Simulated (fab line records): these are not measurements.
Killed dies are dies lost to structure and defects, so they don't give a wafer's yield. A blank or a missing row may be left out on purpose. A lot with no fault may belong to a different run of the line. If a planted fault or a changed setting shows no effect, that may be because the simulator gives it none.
Shared-tool check    flow nandHarc    Sampled: 13 lots, 48 wafers

== THE REASON FOR OPENING IT ==
Flagged at NHARC_A_SOURCE_PLATE_INSPECT_08: reading rawDefectCount, on 3 of 13 lots. No-fault wafers: 69, standard deviation 38.
Rule: flag the lot when none of its wafers has a number, or when each of its wafers that has one lies beyond 4 standard deviations from that mean. All remaining lots are regarded as sound.

lot   measured      on                rawDefectCount, wafer by wafer  flag
L987  day 7 13:39   defectInspect-02  91 64 105                       
L988  day 7 23:10   defectInspect-01  53 46 57                        
L989  day 8 05:23   defectInspect-01  44 107 73                       
L991  day 8 21:17   defectInspect-01  483 473 499 481 478 495         FLAGGED
L993  day 9 08:59   defectInspect-01  537 522 475 527 522 478         FLAGGED
L994  day 9 08:59   defectInspect-02  452 454 473 458 457 471         FLAGGED
L999  day 11 19:43  defectInspect-02  75 57 47                        
L101  day 11 23:27  defectInspect-01  83 47 35                        
L103  day 12 07:36  defectInspect-01  36 38 46                        
L105  day 12 07:37  defectInspect-02  56 36 70                        
L107  day 12 12:32  defectInspect-02  85 58 48                        
L106  day 12 12:32  defectInspect-01  54 48 86                        
L108  day 12 17:09  defectInspect-02  101 247 156                     
The numbers of the flagged lots are 485 on average: +416 against the usual, or +11 standard deviations.

== WHICH TOOL RAN EACH LOT ==
The record holds 3 process steps before the reading, out of a route of 1159 steps. Read each cell as the tool, then ch plus the chambers that the sampled wafers visited, then the start.
lot   flag     NHARC_P_BONDPAD_PVD_17                  NHARC_P_BONDPAD_ACTIVATE_29        NHARC_A_SOURCE_PLATE_PRECLEAN_00
L987           pvdSputter-01, day 6 08:41 or earlier   rieDiel-04 ch 1,2, day 6 08:41     wetBench-02 ch 4,5,7, day 6 11:26
L988           pvdSputter-01, day 6 23:58 or earlier   rieDiel-04 ch 2,3, day 6 23:58     wetBench-04 ch 0,2,7, day 7 02:37
L989           pvdSputter-01, day 7 06:19 or earlier   rieDiel-04 ch 0,1,3, day 7 06:19   wetBench-02 ch 0,5,7, day 7 09:13
L991  FLAGGED  pvdSputter-01, day 7 22:28 or earlier   rieDiel-04 ch 1,2, day 7 22:28     wetBench-03 ch 0,3,6, day 8 01:16
L993  FLAGGED  pvdSputter-02, day 8 11:38 or earlier   rieDiel-12 ch 0,1,3, day 8 11:38   wetBench-03 ch 2,3,5, day 8 14:23
L994  FLAGGED  pvdSputter-02, day 8 10:01 or earlier   rieDiel-04 ch 1,2,3, day 8 10:01   wetBench-03 ch 1,2,3, day 8 12:49
L999           pvdSputter-03, day 10 19:43 or earlier  rieDiel-12 ch 0,2,3, day 10 19:43  wetBench-04 ch 0,3,5, day 10 22:35
L101           pvdSputter-01, day 11 01:23 or earlier  rieDiel-04 ch 1,2,3, day 11 01:23  wetBench-02 ch 2,3,5, day 11 04:06
L103           pvdSputter-03, day 11 10:21 or earlier  rieDiel-04 ch 1,2, day 11 10:21    wetBench-03 ch 1,6,7, day 11 13:01
L105           pvdSputter-02, day 11 09:06 or earlier  rieDiel-04 ch 0,2, day 11 09:06    wetBench-03 ch 1,2,6, day 11 11:53
L107           pvdSputter-03, day 11 13:17 or earlier  rieDiel-08 ch 0,1,2, day 11 13:17  wetBench-03 ch 0,4,6, day 11 16:04
L106           pvdSputter-03, day 11 14:21 or earlier  rieDiel-04 ch 0,1,2, day 11 14:21  wetBench-03 ch 0,5,6, day 11 16:59
L108           pvdSputter-01, day 11 15:35 or earlier  rieDiel-04 ch 0,3, day 11 15:35    wetBench-04 ch 2,5,7, day 11 19:11
What is done by these steps:
- NHARC_P_BONDPAD_PVD_17: deposits TaN, target thk 5 nm, time 8.06 s.
- NHARC_P_BONDPAD_ACTIVATE_29: chemistry N2, time 60 s.
- NHARC_A_SOURCE_PLATE_PRECLEAN_00: cleans in HF-LAST, time 60 s.
- NHARC_A_SOURCE_PLATE_INSPECT_08

== FLAGGED AGAINST TOTAL, ONE TOOL AT A TIME (gauges that did the reading follow at the end) ==
step                              tool              lots run  flagged  share of the flagged lots  sound lots run after its first flagged lot
NHARC_P_BONDPAD_PVD_17            pvdSputter-01     6         1        some                       2 (L101,L108)
NHARC_P_BONDPAD_PVD_17            pvdSputter-02     3         2        some                       1 (L105)
NHARC_P_BONDPAD_PVD_17            pvdSputter-03     4         0        none                       -
NHARC_P_BONDPAD_ACTIVATE_29       rieDiel-04        10        2        some                       5 (L101,L105,L103,L106,L108)
NHARC_P_BONDPAD_ACTIVATE_29       rieDiel-08        1         0        none                       -
NHARC_P_BONDPAD_ACTIVATE_29       rieDiel-12        2         1        some                       1 (L999)
NHARC_A_SOURCE_PLATE_PRECLEAN_00  wetBench-02       3         0        none                       -
NHARC_A_SOURCE_PLATE_PRECLEAN_00  wetBench-03       7         3        all                        4 (L105,L103,L107,L106)
NHARC_A_SOURCE_PLATE_PRECLEAN_00  wetBench-04       3         0        none                       -
NHARC_A_SOURCE_PLATE_INSPECT_08   defectInspect-01  7         2        some                       3 (L101,L103,L106)
NHARC_A_SOURCE_PLATE_INSPECT_08   defectInspect-02  6         1        some                       4 (L999,L105,L107,L108)
Because NHARC_P_BONDPAD_PVD_17 lacks a start for some lots, the hours and order of its lots are taken from NHARC_P_BONDPAD_ACTIVATE_29.

== WHAT THE TABLE ALLOWS ==
In the table, 1 row covers all flagged lots: wetBench-03 at NHARC_A_SOURCE_PLATE_PRECLEAN_00.
- wetBench-03 at NHARC_A_SOURCE_PLATE_PRECLEAN_00 ran 7 lots, 3 of them flagged. Sound lots ran on it after the first flagged one (L105, L103, L107, L106), which a lasting fault on the whole tool wouldn't allow.
No row of the table ran every flagged lot and no sound lot after the first.

== WHAT THE SIMULATOR HAD INSERTED ==
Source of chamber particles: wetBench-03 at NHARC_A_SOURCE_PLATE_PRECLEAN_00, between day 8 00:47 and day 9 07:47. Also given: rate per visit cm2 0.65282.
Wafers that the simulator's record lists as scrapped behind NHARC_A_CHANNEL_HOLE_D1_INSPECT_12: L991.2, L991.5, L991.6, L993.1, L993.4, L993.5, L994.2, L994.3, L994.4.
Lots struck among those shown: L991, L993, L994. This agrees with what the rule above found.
